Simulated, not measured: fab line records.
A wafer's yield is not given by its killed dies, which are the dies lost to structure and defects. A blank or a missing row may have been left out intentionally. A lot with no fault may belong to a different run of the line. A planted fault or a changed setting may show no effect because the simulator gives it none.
Matching of chambers || flow nandHarc || rieDiel-08 running NHARC_A_CONTACT_DESCUM_13: 4 sister chambers
The step chemistry O2, time 3 s. 14 wafers are shown with their chamber, then 7 later ones without.

## EACH WAFER AND ITS CHAMBER
{"wafer": "L317.1", "chamber": 3, "showerheadPlenumPTorr (Torr)": 1.96, "drypumpMotorCurrentA (A)": 6.3, "rfVppV (V)": 58.6}
{"wafer": "L317.4", "chamber": 1, "showerheadPlenumPTorr (Torr)": 1.95, "drypumpMotorCurrentA (A)": 6.5, "rfVppV (V)": 58.3}
{"wafer": "L317.6", "chamber": 0, "showerheadPlenumPTorr (Torr)": 1.97, "drypumpMotorCurrentA (A)": 6.0, "rfVppV (V)": 58.9}
{"wafer": "L326.3", "chamber": 0, "showerheadPlenumPTorr (Torr)": 1.97, "drypumpMotorCurrentA (A)": 6.0, "rfVppV (V)": 58.4}
{"wafer": "L326.4", "chamber": 3, "showerheadPlenumPTorr (Torr)": 1.95, "drypumpMotorCurrentA (A)": 6.4, "rfVppV (V)": 57.7}
{"wafer": "L326.5", "chamber": 2, "showerheadPlenumPTorr (Torr)": 1.77, "drypumpMotorCurrentA (A)": 6.3, "rfVppV (V)": 58.4}
{"wafer": "L331.1", "chamber": 3, "showerheadPlenumPTorr (Torr)": 1.95, "drypumpMotorCurrentA (A)": 6.4, "rfVppV (V)": 58.1}
{"wafer": "L331.4", "chamber": 0, "showerheadPlenumPTorr (Torr)": 1.96, "drypumpMotorCurrentA (A)": 6.0, "rfVppV (V)": 59.1}
{"wafer": "L331.5", "chamber": 3, "showerheadPlenumPTorr (Torr)": 1.95, "drypumpMotorCurrentA (A)": 6.4, "rfVppV (V)": 57.9}
{"wafer": "L332.2", "chamber": 0, "showerheadPlenumPTorr (Torr)": 1.96, "drypumpMotorCurrentA (A)": 5.9, "rfVppV (V)": 59.6}
{"wafer": "L332.4", "chamber": 1, "showerheadPlenumPTorr (Torr)": 1.94, "drypumpMotorCurrentA (A)": 6.5, "rfVppV (V)": 58.3}
{"wafer": "L332.5", "chamber": 1, "showerheadPlenumPTorr (Torr)": 1.94, "drypumpMotorCurrentA (A)": 6.5, "rfVppV (V)": 58.4}
{"wafer": "L336.2", "chamber": 1, "showerheadPlenumPTorr (Torr)": 1.94, "drypumpMotorCurrentA (A)": 6.5, "rfVppV (V)": 58.2}
{"wafer": "L336.3", "chamber": 3, "showerheadPlenumPTorr (Torr)": 1.95, "drypumpMotorCurrentA (A)": 6.3, "rfVppV (V)": 57.4}

SIGNATURES (means of the wafers above)
{"reading": "showerheadPlenumPTorr", "chamber 0": 1.9650, "chamber 1": 1.9425, "chamber 2": 1.7700, "chamber 3": 1.9520, "scatter within a chamber": 0.00505}
{"reading": "drypumpMotorCurrentA", "chamber 0": 5.975, "chamber 1": 6.500, "chamber 2": 6.300, "chamber 3": 6.360, "scatter within a chamber": 0.0442}
{"reading": "rfVppV", "chamber 0": 59.000, "chamber 1": 58.300, "chamber 2": 58.400, "chamber 3": 57.940, "scatter within a chamber": 0.396}
Rule: for each reading, subtract the chamber's mean from the wafer's reading, divide by that reading's scatter and square the result; add these up over the readings and take the root, which gives the wafer's distance from the chamber. If the next closest chamber is less than 2 further off than the closest, the wafer can't be placed; otherwise it belongs to the closest. The scatter: take each reading less its chamber's mean, square it, sum over the shown wafers, divide by the number of wafers less the number of chambers, and take the root.

## WAFERS WITH NO CHAMBER GIVEN
{"wafer": "L336.6", "showerheadPlenumPTorr (Torr)": 1.94, "drypumpMotorCurrentA (A)": 6.5, "rfVppV (V)": 57.6}
{"wafer": "L340.1", "showerheadPlenumPTorr (Torr)": 1.96, "drypumpMotorCurrentA (A)": 6.0, "rfVppV (V)": 57.6}
{"wafer": "L340.4", "showerheadPlenumPTorr (Torr)": 1.94, "drypumpMotorCurrentA (A)": 6.5, "rfVppV (V)": 57.5}
{"wafer": "L340.6", "showerheadPlenumPTorr (Torr)": 1.94, "drypumpMotorCurrentA (A)": 6.4, "rfVppV (V)": 57.4}
{"wafer": "L338.2", "showerheadPlenumPTorr (Torr)": 2.07, "drypumpMotorCurrentA (A)": 6.3, "rfVppV (V)": 58.3}
{"wafer": "L338.3", "showerheadPlenumPTorr (Torr)": 1.94, "drypumpMotorCurrentA (A)": 6.3, "rfVppV (V)": 58.2}
{"wafer": "L338.5", "showerheadPlenumPTorr (Torr)": 2.07, "drypumpMotorCurrentA (A)": 6.3, "rfVppV (V)": 57.7}

## WHICH CHAMBER EACH ONE RAN IN
{"wafer": "L336.6", "from the rows above": 1, "in truth": 1}
{"wafer": "L340.1", "from the rows above": 0, "in truth": 0}
{"wafer": "L340.4", "from the rows above": 1, "in truth": 1}
{"wafer": "L340.6", "from the rows above": "can't be placed: 3 or 1", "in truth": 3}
{"wafer": "L338.2", "from the rows above": "can't be placed: 0 or 3", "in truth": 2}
{"wafer": "L338.3", "from the rows above": "can't be placed: 3 or 1", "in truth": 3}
{"wafer": "L338.5", "from the rows above": "can't be placed: 0 or 3", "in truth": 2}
Correct placement for 3 of the 7. These rows do not allow placing 4 (true chamber among the candidates in 2). Wrongly placed: 0.
